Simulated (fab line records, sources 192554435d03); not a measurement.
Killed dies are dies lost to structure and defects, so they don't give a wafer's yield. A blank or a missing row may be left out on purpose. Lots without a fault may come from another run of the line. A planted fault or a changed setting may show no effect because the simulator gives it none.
A struck lot beside a sound one | flow n5_finfet | 35 steps out of a route of 1938
Sound: wafers L820.3, L820.4, L820.6. Struck: wafer L824.4. (L824.2 of the same lot was not struck and is left out.) The cause comes at the end.
At each step with rows: each side's tool, then ch and its chambers, then its first start. Under that, the readings that differ: sound wafers | struck wafers | difference of the means | sigmas: that difference in standard deviations of wafers without a fault.
alike: readings whose means differ by less than 2 such deviations, and words and numbers that are the same on both sides. not compared: withheld readings, readings that some wafer has no value for, bounds like >300 that may hide the same value, and numbers for which the record gives no deviation and whose values overlap.
The two part at a step that has a row with sigmas, a row that says differs or no value, or rows on one side only. Numbers that don't overlap but have no deviation are shown without sigmas and don't part them. A reading that every wafer of one side lacks parts them only if that side has two wafers or more.

first, 12 steps without rows for these wafers: N5_SD_EPI_P_ETCH_37 (etches SOC in N2/H2, overetch 108 nm, time 486 s); N5_SD_EPI_P_STRIP_38 (strips in N2/H2); N5_SD_EPI_P_ETCHBACK_46 (etches SiNx in CH3F/O2, stops on SiO2, target depth 17.5 nm); N5_SD_EPI_P_ETCH_47 (etches SiOCN in CH3F/O2, target depth 25 nm); N5_SD_EPI_P_ETCH_16 (etches SiO2 in CHF3/O2, target depth 5 nm); N5_SD_EPI_P_STRIP_50 (strips in CHF3/O2); N5_SD_EPI_P_SD_RECESS_17 (chemistry HBr/Cl2/O2, target depth 39.1 nm, bt time 3 s); N5_SD_EPI_P_WET_ETCH_45 (etches SiO2 in dHF, time 10.7 s, target depth 2 nm, rinse time 30 s); N5_SD_EPI_P_STRIP_40 (strips in N2/H2); N5_SD_EPI_P_PRECLEAN_52 (cleans in O3/DIW, time 60 s); N5_SD_EPI_P_SRD_20 (time 30 s); N5_SD_EPI_P_PRECLEAN_51 (cleans in NF3:NH3, afs cycles 1, time 20 s, sublimation time 60 s).
N5_SD_EPI_P_VAPOR_ETCH_44: etches SiGe30 in NF3/Ar, time 3.3 s.
  sound on epi_rpcvd-04 ch 0, day 6 15:53; struck on epi_rpcvd-04 ch 0, day 7 13:13
then, 20 steps without rows for these wafers: N5_SD_EPI_P_EPI_21 (deposits SiGe:B, time 355 s); N5_SD_EPI_P_HM_STRIP_48 (strips SiNx in H3PO4, material SiNx, target depth 3 nm); N5_SD_EPI_P_SRD_49 (time 30 s); N5_SD_EPI_P_PRECLEAN_24 (cleans in O3/DIW, time 45 s); N5_SD_EPI_P_PRECLEAN_32 (cleans in dHF, time 10 s); N5_SD_EPI_P_PRECLEAN_33 (cleans in SC2, time 45 s); N5_SD_EPI_P_SRD_25 (time 30 s); N5_SD_ACTIVATION_RTA_00 (time 0 s); N5_SD_ACTIVATION_LSA_01 (time 0.0008 s); N5_ILD0_LINER_00 (material SiNx, target thk 4 nm, pulse time 1 s, purge time 2 s); N5_ILD0_FCVD_FILL_01 (material SiO2 flowable, target thk 200 nm, time 328.3 s); N5_ILD0_CURE_02 (time 1800 s); N5_ILD0_CMP_03 (polishes, stops on SiNx, t overpolish 1.9 s, target thk 197.38 nm); N5_ILD0_CMP_07 (polishes SiO2 flowable, stops on poly-Si, t overpolish 1.18 s, target thk 138.88 nm); N5_ILD0_PRECLEAN_10 (cleans in NF3:NH3, afs cycles 5, time 20 s, sublimation time 60 s); N5_ILD0_ALD_15 (deposits SiNx, target thk 24 nm, pulse time 1 s, ald cycles 480); N5_ILD0_CMP_12 (polishes SiNx, stops on poly-Si, t overpolish 6 s, target thk 17.67 nm); N5_SDB_HM_DEP_00 (deposits SiNx from SiH4/NH3/N2, target thk 40 nm, time 35.3 s); N5_SDB_COAT_03 (time 60 s, resist thk 100 nm); N5_SDB_COAT_04 (time 60 s, resist thk 18 nm).
-- the record jumps here: 7 days lie between the struck wafers' starts before and after (it left off in module SDB and takes up again in module BEOL_M4, whose first step shown is number 1111 of the route) --
N5_BEOL_M4_RC_MEAS_101:
  sound on prober-01 ch 0, day 12 23:16; struck on prober-01 ch 0, day 14 16:05
  reading        | sound             | struck | difference | sigmas
  DIBL_P (mV/V)  | 35.9 32.7 33.0    | 38.1   | +4.2       | +2
  IOFF_P (nA/um) | 0.202 0.162 0.160 | 0.258  | +0.083     | +3
  alike: DIBL_N, IOFF_N, ION_N, ION_P, REXT_P, SS_N, SS_P, VT_N, VT_P
then, 1 step without rows for these wafers: N5_PASSIVATION_PROBE_49.

WHERE THEY PART
Only at N5_BEOL_M4_RC_MEAS_101, within this record.

WHY: what the simulator had put in
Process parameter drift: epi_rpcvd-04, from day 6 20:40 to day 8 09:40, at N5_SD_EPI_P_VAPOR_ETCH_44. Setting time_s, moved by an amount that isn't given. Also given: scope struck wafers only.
